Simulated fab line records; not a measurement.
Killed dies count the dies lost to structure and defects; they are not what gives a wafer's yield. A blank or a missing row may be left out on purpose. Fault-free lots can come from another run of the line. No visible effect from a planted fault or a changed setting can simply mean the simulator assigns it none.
Matching of chambers / flow n5_finfet / N5_BEOL_M9_ETCH_65 on rie_diel-03 has 4 sister chambers
The step etches SiARC in CF4, target depth 15.6 nm, time 26 s. 8 wafers are shown with their chamber, then 9 later ones without.

WAFERS PAIRED WITH THEIR CHAMBERS
wafer=L081.3; chamber=1; drypump_motor_current_A (A)=5.6; showerhead_plenum_p_Torr (Torr)=2.04
wafer=L081.5; chamber=0; drypump_motor_current_A (A)=5.9; showerhead_plenum_p_Torr (Torr)=2.18
wafer=L087.2; chamber=2; drypump_motor_current_A (A)=6.6; showerhead_plenum_p_Torr (Torr)=2.10
wafer=L087.3; chamber=3; drypump_motor_current_A (A)=5.5; showerhead_plenum_p_Torr (Torr)=2.28
wafer=L087.4; chamber=1; drypump_motor_current_A (A)=5.6; showerhead_plenum_p_Torr (Torr)=2.04
wafer=L093.2; chamber=2; drypump_motor_current_A (A)=6.5; showerhead_plenum_p_Torr (Torr)=2.10
wafer=L093.4; chamber=0; drypump_motor_current_A (A)=5.8; showerhead_plenum_p_Torr (Torr)=2.17
wafer=L093.6; chamber=3; drypump_motor_current_A (A)=5.5; showerhead_plenum_p_Torr (Torr)=2.27

WAFERS WITH NO CHAMBER GIVEN
wafer=L094.2; drypump_motor_current_A (A)=5.5; showerhead_plenum_p_Torr (Torr)=2.27
wafer=L094.3; drypump_motor_current_A (A)=5.6; showerhead_plenum_p_Torr (Torr)=2.04
wafer=L094.5; drypump_motor_current_A (A)=6.5; showerhead_plenum_p_Torr (Torr)=2.10
wafer=L095.1; drypump_motor_current_A (A)=5.5; showerhead_plenum_p_Torr (Torr)=2.27
wafer=L095.4; drypump_motor_current_A (A)=5.6; showerhead_plenum_p_Torr (Torr)=2.04
wafer=L095.6; drypump_motor_current_A (A)=5.8; showerhead_plenum_p_Torr (Torr)=2.17
wafer=L097.2; drypump_motor_current_A (A)=5.5; showerhead_plenum_p_Torr (Torr)=2.27
wafer=L097.5; drypump_motor_current_A (A)=5.5; showerhead_plenum_p_Torr (Torr)=2.27
wafer=L097.6; drypump_motor_current_A (A)=6.5; showerhead_plenum_p_Torr (Torr)=2.10

CHAMBER TAKEN BY EACH
wafer=L094.2; from the rows above=3; in truth=3
wafer=L094.3; from the rows above=1; in truth=1
wafer=L094.5; from the rows above=2; in truth=2
wafer=L095.1; from the rows above=3; in truth=3
wafer=L095.4; from the rows above=1; in truth=1
wafer=L095.6; from the rows above=0; in truth=0
wafer=L097.2; from the rows above=3; in truth=3
wafer=L097.5; from the rows above=3; in truth=3
wafer=L097.6; from the rows above=2; in truth=2
Placed correctly: 9 of 9. Number that these rows cannot place: 0. Number placed wrongly: 0.
How it was worked out, from the rows above alone: a wafer's distance from a chamber is the root of the sum, over the readings, of the square of ((its reading less the chamber's mean) divided by the reading's scatter). If the next closest chamber is less than 2 further off than the closest, the wafer can't be placed; otherwise it belongs to the closest. Each chamber's mean is taken over the wafers shown for it. The scatter is the square root of a quotient: the sum, over the shown wafers, of each reading's squared deviation from its chamber's mean, divided by wafers minus chambers.
